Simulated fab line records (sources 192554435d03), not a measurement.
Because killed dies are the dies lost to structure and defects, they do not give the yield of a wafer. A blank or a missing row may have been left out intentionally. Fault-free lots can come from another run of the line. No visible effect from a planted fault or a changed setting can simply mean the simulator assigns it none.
Split-lot study / flow n5-finfet / 7 lots, 39 wafers read, on a route of 1938 steps

## ABOUT THE SPLIT
At N5_DUMMY_GATE_ETCH_42 (etches SiO2 in CHF3/O2, target depth 3.5 nm, time 31 s), the setting bias-w was moved away from the recipe's 12 W on 15 of the 39 wafers read, by -13.1% to +15.3%. The other wafers ran this setting at the recipe's value.

The reading is taken at the split's own step.

## THE READING
rf-vpp-V, in V, at N5_DUMMY_GATE_ETCH_42 (etches SiO2 in CHF3/O2, target depth 3.5 nm, time 31 s). Fault-free wafers of this fab line usually give 42.6 V, standard deviation 1.1 V.

wafer=L077.1; tool, chamber at the split=rie-diel-01, 1; bias-w as run, W=12; against the recipe=recipe; rf-vpp-V, V=41.7; against lot-mates on the recipe=-
wafer=L077.2; tool, chamber at the split=rie-diel-01, 2; bias-w as run, W=13.83; against the recipe=+15.3%; rf-vpp-V, V=48.4; against lot-mates on the recipe=+6.9
wafer=L077.3; tool, chamber at the split=rie-diel-01, 0; bias-w as run, W=12; against the recipe=recipe; rf-vpp-V, V=41.4; against lot-mates on the recipe=-
wafer=L077.4; tool, chamber at the split=rie-diel-01, 3; bias-w as run, W=13.83; against the recipe=+15.3%; rf-vpp-V, V=48.2; against lot-mates on the recipe=+6.7
wafer=L077.5; tool, chamber at the split=rie-diel-01, 2; bias-w as run, W=13.83; against the recipe=+15.3%; rf-vpp-V, V=49.0; against lot-mates on the recipe=+7.5
wafer=L077.6; tool, chamber at the split=rie-diel-01, 3; bias-w as run, W=12; against the recipe=recipe; rf-vpp-V, V=41.4; against lot-mates on the recipe=-
wafer=L078.2; tool, chamber at the split=rie-diel-01, 0; bias-w as run, W=12; against the recipe=recipe; rf-vpp-V, V=43.1; against lot-mates on the recipe=-
wafer=L078.3; tool, chamber at the split=rie-diel-01, 3; bias-w as run, W=12; against the recipe=recipe; rf-vpp-V, V=41.5; against lot-mates on the recipe=-
wafer=L078.4; tool, chamber at the split=rie-diel-01, 1; bias-w as run, W=12; against the recipe=recipe; rf-vpp-V, V=41.8; against lot-mates on the recipe=-
wafer=L081.1; tool, chamber at the split=rie-diel-02, 3; bias-w as run, W=12.78; against the recipe=+6.5%; rf-vpp-V, V=42.4; against lot-mates on the recipe=-1.0
wafer=L081.2; tool, chamber at the split=rie-diel-02, 1; bias-w as run, W=12; against the recipe=recipe; rf-vpp-V, V=43.1; against lot-mates on the recipe=-
wafer=L081.3; tool, chamber at the split=rie-diel-02, 2; bias-w as run, W=12; against the recipe=recipe; rf-vpp-V, V=43.8; against lot-mates on the recipe=-
wafer=L081.4; tool, chamber at the split=rie-diel-02, 0; bias-w as run, W=12.78; against the recipe=+6.5%; rf-vpp-V, V=44.9; against lot-mates on the recipe=+1.5
wafer=L081.5; tool, chamber at the split=rie-diel-02, 2; bias-w as run, W=12.78; against the recipe=+6.5%; rf-vpp-V, V=45.0; against lot-mates on the recipe=+1.6
wafer=L081.6; tool, chamber at the split=rie-diel-02, 1; bias-w as run, W=12; against the recipe=recipe; rf-vpp-V, V=43.3; against lot-mates on the recipe=-
wafer=L082.1; tool, chamber at the split=rie-diel-01, 0; bias-w as run, W=10.43; against the recipe=-13.1%; rf-vpp-V, V=39.2; against lot-mates on the recipe=-4.8
wafer=L082.2; tool, chamber at the split=rie-diel-01, 1; bias-w as run, W=10.43; against the recipe=-13.1%; rf-vpp-V, V=37.4; against lot-mates on the recipe=-6.6
wafer=L082.3; tool, chamber at the split=rie-diel-01, 3; bias-w as run, W=12; against the recipe=recipe; rf-vpp-V, V=43.4; against lot-mates on the recipe=-
wafer=L082.4; tool, chamber at the split=rie-diel-01, 2; bias-w as run, W=12; against the recipe=recipe; rf-vpp-V, V=44.7; against lot-mates on the recipe=-
wafer=L082.5; tool, chamber at the split=rie-diel-01, 0; bias-w as run, W=12; against the recipe=recipe; rf-vpp-V, V=43.9; against lot-mates on the recipe=-
wafer=L082.6; tool, chamber at the split=rie-diel-01, 3; bias-w as run, W=10.43; against the recipe=-13.1%; rf-vpp-V, V=38.5; against lot-mates on the recipe=-5.5
wafer=L083.1; tool, chamber at the split=rie-diel-01, 2; bias-w as run, W=12; against the recipe=recipe; rf-vpp-V, V=43.3; against lot-mates on the recipe=-
wafer=L083.2; tool, chamber at the split=rie-diel-01, 0; bias-w as run, W=12; against the recipe=recipe; rf-vpp-V, V=41.9; against lot-mates on the recipe=-
wafer=L083.3; tool, chamber at the split=rie-diel-01, 1; bias-w as run, W=12; against the recipe=recipe; rf-vpp-V, V=41.5; against lot-mates on the recipe=-
wafer=L083.4; tool, chamber at the split=rie-diel-01, 3; bias-w as run, W=12; against the recipe=recipe; rf-vpp-V, V=42.2; against lot-mates on the recipe=-
wafer=L083.5; tool, chamber at the split=rie-diel-01, 0; bias-w as run, W=12; against the recipe=recipe; rf-vpp-V, V=42.6; against lot-mates on the recipe=-
wafer=L083.6; tool, chamber at the split=rie-diel-01, 3; bias-w as run, W=12; against the recipe=recipe; rf-vpp-V, V=42.9; against lot-mates on the recipe=-
wafer=L087.1; tool, chamber at the split=rie-diel-05, 0; bias-w as run, W=12; against the recipe=recipe; rf-vpp-V, V=43.5; against lot-mates on the recipe=-
wafer=L087.2; tool, chamber at the split=rie-diel-05, 2; bias-w as run, W=11.34; against the recipe=-5.5%; rf-vpp-V, V=40.0; against lot-mates on the recipe=-2.9
wafer=L087.3; tool, chamber at the split=rie-diel-05, 1; bias-w as run, W=12; against the recipe=recipe; rf-vpp-V, V=41.8; against lot-mates on the recipe=-
wafer=L087.4; tool, chamber at the split=rie-diel-05, 3; bias-w as run, W=11.34; against the recipe=-5.5%; rf-vpp-V, V=42.4; against lot-mates on the recipe=-0.5
wafer=L087.5; tool, chamber at the split=rie-diel-05, 3; bias-w as run, W=12; against the recipe=recipe; rf-vpp-V, V=43.4; against lot-mates on the recipe=-
wafer=L087.6; tool, chamber at the split=rie-diel-05, 2; bias-w as run, W=11.34; against the recipe=-5.5%; rf-vpp-V, V=39.9; against lot-mates on the recipe=-3.0
wafer=L093.1; tool, chamber at the split=rie-diel-02, 0; bias-w as run, W=12; against the recipe=recipe; rf-vpp-V, V=43.2; against lot-mates on the recipe=-
wafer=L093.2; tool, chamber at the split=rie-diel-02, 3; bias-w as run, W=12; against the recipe=recipe; rf-vpp-V, V=41.4; against lot-mates on the recipe=-
wafer=L093.3; tool, chamber at the split=rie-diel-02, 2; bias-w as run, W=13.39; against the recipe=+11.6%; rf-vpp-V, V=46.6; against lot-mates on the recipe=+4.3
wafer=L093.4; tool, chamber at the split=rie-diel-02, 3; bias-w as run, W=13.39; against the recipe=+11.6%; rf-vpp-V, V=45.4; against lot-mates on the recipe=+3.1
wafer=L093.5; tool, chamber at the split=rie-diel-02, 2; bias-w as run, W=12; against the recipe=recipe; rf-vpp-V, V=42.4; against lot-mates on the recipe=-
wafer=L093.6; tool, chamber at the split=rie-diel-02, 0; bias-w as run, W=13.39; against the recipe=+11.6%; rf-vpp-V, V=47.1; against lot-mates on the recipe=+4.8

THE FIT
A straight line over all 39 wafers: rf-vpp-V changes by +0.342 V for each +1% of bias-w; r = +0.92; the points scatter about the line by 0.99 V.
The same after taking each lot's own level away (the mean of its wafers on the recipe; 39 wafers): +0.403 V for each +1%; r = +0.95; scatter 0.96 V.
According to that fit, moving bias-w by its largest amount changes the reading by 6.2 V.
Across the lots, their own levels run from 41.50 to 44.00 V, a range of 2.3 times the standard deviation given above.
So the slope is not independent of the lot-to-lot level: the two fits are not the same.
Check: for one of the wafers moved furthest among these (+15.3%), held out of the fit, the line's prediction against its lot-mates is +5.86 V. It came out at +6.9 V against them.
Tool readings at the split's step, against how far the setting was moved: rf-vpp-V r = +0.92.

## OTHER SPLITS ON THESE WAFERS
These wafers also went through other splits before the reading. Each is held against what the fit with the lots' levels taken away leaves over:
other split on the same wafers=N5_WELL_APT_IMPLANT_32 energy-kev; wafers away from the commonest value=15; r with rf-vpp-V (lot level and that fit taken away)=+0.18
other split on the same wafers=N5_FIN_SAQP_ETCH_69 target-depth-a; wafers away from the commonest value=18; r with rf-vpp-V (lot level and that fit taken away)=-0.14
other split on the same wafers=N5_DUMMY_GATE_ETCH_32 time-s; wafers away from the commonest value=9; r with rf-vpp-V (lot level and that fit taken away)=+0.11

## FILE'S OWN FIT
rf-vpp-V changes by +0.4 V for each +1% of bias-w, r = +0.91.
